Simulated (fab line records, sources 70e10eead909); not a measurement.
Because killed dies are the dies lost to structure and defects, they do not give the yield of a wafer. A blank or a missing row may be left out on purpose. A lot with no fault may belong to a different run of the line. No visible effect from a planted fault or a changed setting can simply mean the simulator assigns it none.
A lot that was struck, set against a sound lot ; flow nand harc ; 20 out of 1159 route steps
Sound: wafers L287.1, L287.2, L287.4. Struck: wafer L301.1 (left out: L301.2, L301.5 of the same lot, which were not struck); the cause appears at the end.
Order at every step that has rows: each side's tool, ch and its chambers, its first start. Under that, the readings that differ: sound wafers ; struck wafers ; difference of the means ; sigmas: that difference in standard deviations of wafers without a fault.
alike: readings whose means differ by less than 2 such deviations, and words and numbers that are the same on both sides. not compared: withheld readings, readings that some wafer has no value for, bounds like >300 that may hide the same value, and numbers for which the record gives no deviation and whose values overlap.
Wherever a step has rows on one side only, a row that says differs or no value, or a row with sigmas, the two part there. Non-overlapping numbers with no deviation appear without sigmas and do not part them. Lack of a reading on every wafer of one side parts them only where that side has two or more wafers.

first, 2 steps without rows for these wafers: NHARC_A_CHANNEL_FILL_D1_ANNEAL_17 (time 1800 s); NHARC_A_CHANNEL_FILL_D1_CVD_18 (deposits poly-Si, target thk 3 nm).
NHARC_A_CHANNEL_FILL_D1_ETCHBACK_19: etches the open film in HBr/Cl2, target depth 5 nm, time 1.7 s.
  sound on rie si-01 ch 1,2, day 10 15:08; struck on rie si-06 ch 2, day 13 23:19
  alike: drypump motor current A, oes product au, throttle valve pct
  not compared: rf hours counter h
then, 1 step without rows for these wafers: NHARC_A_CHANNEL_FILL_D1_ETCHBACK_20 (etches the open film in C4F8/O2/Ar, target depth 27 nm, time 13.5 s).
NHARC_A_CHANNEL_FILL_D1_STRIP_28: strips in O2, time 20 s.
  sound on rie diel-03 ch 0,2,3, day 10 15:22; struck on rie diel-02 ch 1, day 13 23:32
reading;sound;struck;difference;sigmas
rf hours counter h (h);1 1 1;4;+3;
  alike: drypump motor current A, oes product au, rf vpp V, showerhead plenum p Torr, throttle valve pct
then, 5 steps without rows for these wafers: NHARC_A_CHANNEL_FILL_D1_PRECLEAN_21 (cleans in dHF, time 30 s); NHARC_A_CHANNEL_FILL_D1_SRD_23; NHARC_A_CHANNEL_FILL_D1_CVD_05 (deposits poly-Si, target thk 5 nm); NHARC_A_CHANNEL_FILL_D1_ANNEAL_22 (time 7200 s); NHARC_A_CHANNEL_FILL_D1_ALD_25 (deposits SiOx, target thk 60 nm, pulse time 10 s, ald cycles 600).
NHARC_A_CHANNEL_FILL_D1_ETCHBACK_08: etches the open film in C4F8, target depth 220 nm, time 110 s.
  sound on rie diel-13 ch 0,2,3; struck on rie diel-13 ch 0
reading;sound;struck;difference;sigmas
rf hours counter h (h);26 24 25;10;-15;
  alike: oes product au, rf vpp V
NHARC_A_CHANNEL_FILL_D1_STRIP_29: strips in O2, time 20 s.
  sound on rie diel-13 ch 1,2,3, day 11 08:59; struck on rie diel-13 ch 1, day 14 16:52
reading;sound;struck;difference;sigmas
rf hours counter h (h);27 25 25;9;-17;
  alike: drypump motor current A, oes product au, rf vpp V, showerhead plenum p Torr, throttle valve pct
then, 5 steps without rows for these wafers: NHARC_A_CHANNEL_FILL_D1_PRECLEAN_30 (cleans in dHF, time 30 s); NHARC_A_CHANNEL_FILL_D1_SRD_31; NHARC_A_CHANNEL_FILL_D1_CVD_09 (deposits poly-Si, target thk 150 nm, time 3000 s); NHARC_A_CHANNEL_FILL_D1_CMP_10 (polishes, target thk 150 nm); NHARC_A_CHANNEL_FILL_D1_SRD_12.
NHARC_A_CHANNEL_FILL_D1_RTA_24: time 5 s.
  sound on rtp anneal-02 ch 0, day 11 14:58; struck on rtp anneal-02 ch 0, day 14 22:51
  alike: lamp power pct, lamp_zone_3_pct, lamp_zone_4_pct, lamp_zone_7_pct, wafer_temp_C_max
NHARC_A_STAIRCASE_DEP_156: deposits SiNx, target thk 50 nm.
  sound on pecvd-02 ch 0,1,2, day 11 15:13; struck on pecvd-03 ch 2, day 15 01:03
reading;sound;struck;difference;sigmas
hold;- - -;await dispo/1.3h/release;no value on the sound wafers;
showerhead vpp V (V);1256 1373 1296;1480;+172;+2
  alike: heater power w, susceptor temp C
-- break in the record here, with 11 days between the starts of the struck wafers on either side (left off in module A_STAIRCASE, picked up again in module END, where the first step shown is number 1159 on the route) --
NHARC_END_SORT_01:
  here the record holds rows for the struck wafers (prober-01 ch 0, day 25 18:44) but none for the sound ones

## WHERE THEY PART
At NHARC_A_STAIRCASE_DEP_156 first; at NHARC_END_SORT_01 last (within this record only).

WHY: whatever the simulator had introduced
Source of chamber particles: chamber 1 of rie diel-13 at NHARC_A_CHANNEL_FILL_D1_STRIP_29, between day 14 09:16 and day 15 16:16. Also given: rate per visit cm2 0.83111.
